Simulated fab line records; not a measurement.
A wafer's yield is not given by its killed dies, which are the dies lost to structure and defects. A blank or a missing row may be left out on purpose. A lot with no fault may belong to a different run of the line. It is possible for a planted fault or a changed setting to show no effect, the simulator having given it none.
Chamber matching :: flow nand-harc :: NHARC_A_DECK1_JOINT_CMP_13 on cmp-04: 4 sister chambers
The step polishes, target thk 51.023 nm. 14 wafers are shown with their chamber, then 7 later ones without.

== WAFERS PAIRED WITH THEIR CHAMBERS ==
wafer: L077.1
chamber: 0
motor-current-A (A): 11.9
time-to-endpoint-s (s): 11.7

wafer: L077.4
chamber: 1
motor-current-A (A): 10.7
time-to-endpoint-s (s): 8.3

wafer: L077.5
chamber: 3
motor-current-A (A): 13.0
time-to-endpoint-s (s): 7.6

wafer: L078.3
chamber: 0
motor-current-A (A): 12.2
time-to-endpoint-s (s): 9.4

wafer: L078.5
chamber: 2
motor-current-A (A): 11.0
time-to-endpoint-s (s): 8.7

wafer: L078.6
chamber: 1
motor-current-A (A): 10.3
time-to-endpoint-s (s): 8.2

wafer: L083.1
chamber: 3
motor-current-A (A): 12.5
time-to-endpoint-s (s): 6.8

wafer: L083.3
chamber: 1
motor-current-A (A): 10.7
time-to-endpoint-s (s): 5.1

wafer: L083.6
chamber: 3
motor-current-A (A): 13.2
time-to-endpoint-s (s): 5.7

wafer: L086.1
chamber: 2
motor-current-A (A): 11.8
time-to-endpoint-s (s): 6.4

wafer: L086.4
chamber: 1
motor-current-A (A): 10.6
time-to-endpoint-s (s): 9.0

wafer: L086.6
chamber: 1
motor-current-A (A): 10.6
time-to-endpoint-s (s): 7.4

wafer: L091.1
chamber: 1
motor-current-A (A): 10.6
time-to-endpoint-s (s): 8.7

wafer: L091.4
chamber: 0
motor-current-A (A): 12.5
time-to-endpoint-s (s): 9.2

SIGNATURES (means of the wafers above)
reading: motor-current-A
chamber 0: 12.200
chamber 1: 10.583
chamber 2: 11.400
chamber 3: 12.900
scatter within a chamber: 0.295

reading: time-to-endpoint-s
chamber 0: 10.100
chamber 1: 7.783
chamber 2: 7.550
chamber 3: 6.700
scatter within a chamber: 1.36
Rule: a wafer lies at a distance from a chamber equal to the root of the sum of squares, over the readings, of (its reading less the chamber's mean, divided by the reading's scatter). The wafer belongs to the nearest chamber; if the next one is less than 2 further off, it can't be placed. The scatter: take each reading less its chamber's mean, square it, sum over the shown wafers, divide by the number of wafers less the number of chambers, and take the root.

== WAFERS WHOSE CHAMBER IS MISSING ==
wafer: L091.5
motor-current-A (A): 13.6
time-to-endpoint-s (s): 5.7

wafer: L093.1
motor-current-A (A): 10.9
time-to-endpoint-s (s): 8.9

wafer: L093.4
motor-current-A (A): 13.0
time-to-endpoint-s (s): 10.6

wafer: L093.5
motor-current-A (A): 13.0
time-to-endpoint-s (s): 6.8

wafer: L096.1
motor-current-A (A): 10.8
time-to-endpoint-s (s): 6.4

wafer: L096.2
motor-current-A (A): 12.0
time-to-endpoint-s (s): 9.8

wafer: L096.5
motor-current-A (A): 10.6
time-to-endpoint-s (s): 6.9

== EACH ONE'S CHAMBER ==
wafer: L091.5
from the rows above: 3
in truth: 3

wafer: L093.1
from the rows above: can't be placed: 1 or 2
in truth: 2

wafer: L093.4
from the rows above: can't be placed: 0 or 3
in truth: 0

wafer: L093.5
from the rows above: 3
in truth: 3

wafer: L096.1
from the rows above: can't be placed: 1 or 2
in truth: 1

wafer: L096.2
from the rows above: can't be placed: 0 or 2
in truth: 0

wafer: L096.5
from the rows above: 1
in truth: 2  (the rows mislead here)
Correctly placed: 2 of 7. Unplaceable from these rows: 4, with the true chamber sitting among the candidates in 4. Wrongly placed: 1.
